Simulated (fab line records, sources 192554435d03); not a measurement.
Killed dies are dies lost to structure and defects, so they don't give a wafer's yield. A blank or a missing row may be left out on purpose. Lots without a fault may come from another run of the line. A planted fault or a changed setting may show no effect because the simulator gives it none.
Split-lot experiment | flow n5_finfet | 7 lots, 21 wafers read, on a route of 1938 steps

THE SPLIT
At N5_BEOL_M15_EXPOSE_07 (exposes mask V14), the setting dose_mj was moved away from the recipe's 41.25 on 8 of the 21 wafers read, by -4.1% to +7.4%. The other wafers ran this setting at the recipe's value.

FROM THE SPLIT TO THE READING: what the file shows between them, 6 steps
- N5_BEOL_M15_PEB_08: peb time 90 s
- N5_BEOL_M15_DEVELOP_09: develop time 45 s
- N5_BEOL_M15_HARDBAKE_14: time 120 s
- N5_BEOL_M15_CD_MEAS_10: target cd 360 nm
- N5_BEOL_M15_STRIP_65: strips in post etch residue remover, time 60 s
- N5_BEOL_M15_SRD_66: time 30 s, dry time 30 s

THE READING
cd_nm, in nm, at N5_BEOL_M15_CD_MEAS_17 (target cd 360 nm). Fault-free wafers of this fab line usually give 361.0 nm, standard deviation 1.9 nm.

wafer  | tool, chamber at the split | dose_mj as run | against the recipe | cd_nm, nm | against lot-mates on the recipe
L078.1 | krf_scanner-01, 0          | 41.25          | recipe             | 363.3     | -
L078.4 | krf_scanner-01, 0          | 41.25          | recipe             | 367.1     | -
L078.5 | krf_scanner-01, 0          | 39.74          | -3.7%              | 357.9     | -7.3
L081.4 | krf_scanner-02, 0          | 41.25          | recipe             | 362.6     | -
L081.5 | krf_scanner-02, 0          | 41.25          | recipe             | 360.6     | -
L081.6 | krf_scanner-02, 0          | 42.46          | +2.9%              | 368.1     | +6.5
L082.1 | krf_scanner-01, 0          | 41.25          | recipe             | 363.2     | -
L082.2 | krf_scanner-01, 0          | 41.25          | recipe             | 363.1     | -
L082.6 | krf_scanner-01, 0          | 41.25          | recipe             | 363.9     | -
L085.2 | krf_scanner-01, 0          | 39.54          | -4.1%              | 355.3     | -8.1
L085.5 | krf_scanner-01, 0          | 39.54          | -4.1%              | 353.5     | -9.9
L085.6 | krf_scanner-01, 0          | 41.25          | recipe             | 363.4     | -
L090.1 | krf_scanner-02, 0          | 41.25          | recipe             | 360.9     | -
L090.3 | krf_scanner-02, 0          | 41.25          | recipe             | 358.6     | -
L090.5 | krf_scanner-02, 0          | 41.25          | recipe             | 361.4     | -
L091.3 | krf_scanner-01, 0          | 41.25          | recipe             | 361.7     | -
L091.4 | krf_scanner-01, 0          | 44.3           | +7.4%              | 375.1     | +13.4
L091.6 | krf_scanner-01, 0          | 44.3           | +7.4%              | 375.9     | +14.2
L094.1 | krf_scanner-01, 0          | 41.25          | recipe             | 360.1     | -
L094.2 | krf_scanner-01, 0          | 39.64          | -3.9%              | 354.4     | -5.7
L094.4 | krf_scanner-01, 0          | 39.64          | -3.9%              | 353.4     | -6.7

THE FIT
A straight line over all 21 wafers: cd_nm changes by +1.83 nm for each +1% of dose_mj; r = +0.95; the points scatter about the line by 1.9 nm.
The same after taking each lot's own level away (the mean of its wafers on the recipe; 21 wafers): +1.9 nm for each +1%; r = +0.98; scatter 1.1 nm.
On that fit, the largest move of dose_mj shifts the reading by 14 nm.
The lots' own levels span 360.10 to 365.20 nm, that is 2.7 times the standard deviation above.
So the lot-to-lot level changes the slope little: the two slopes agree.
Check: with one of the wafers moved furthest among these (+7.4%) left out of the fit, the line predicts +14.4 nm for it against its lot-mates. It came out at +13.4 nm against them.

OTHER SPLITS ON THESE WAFERS
These wafers also went through other splits before the reading. Each is held against what the fit with the lots' levels taken away leaves over:
other split on the same wafers | wafers away from the commonest value | r with cd_nm (lot level and that fit taken away)
N5_BEOL_M14_PEB_08 peb_temp_c  | 6                                    | +0.28

THE WHOLE CHAIN: every reading that the file lists as answering this split, in the file's order
step                   | what it does     | reading | change (the file's fit)              | r (the file's)
N5_BEOL_M15_CD_MEAS_10 | target cd 360 nm | cd_nm   | +1.98 nm for each +1% of the setting | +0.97
N5_BEOL_M15_CD_MEAS_17 | target cd 360 nm | cd_nm   | +1.92 nm for each +1% of the setting | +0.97

THE FILE'S OWN FIT
cd_nm changes by +1.92 nm for each +1% of dose_mj, r = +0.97.
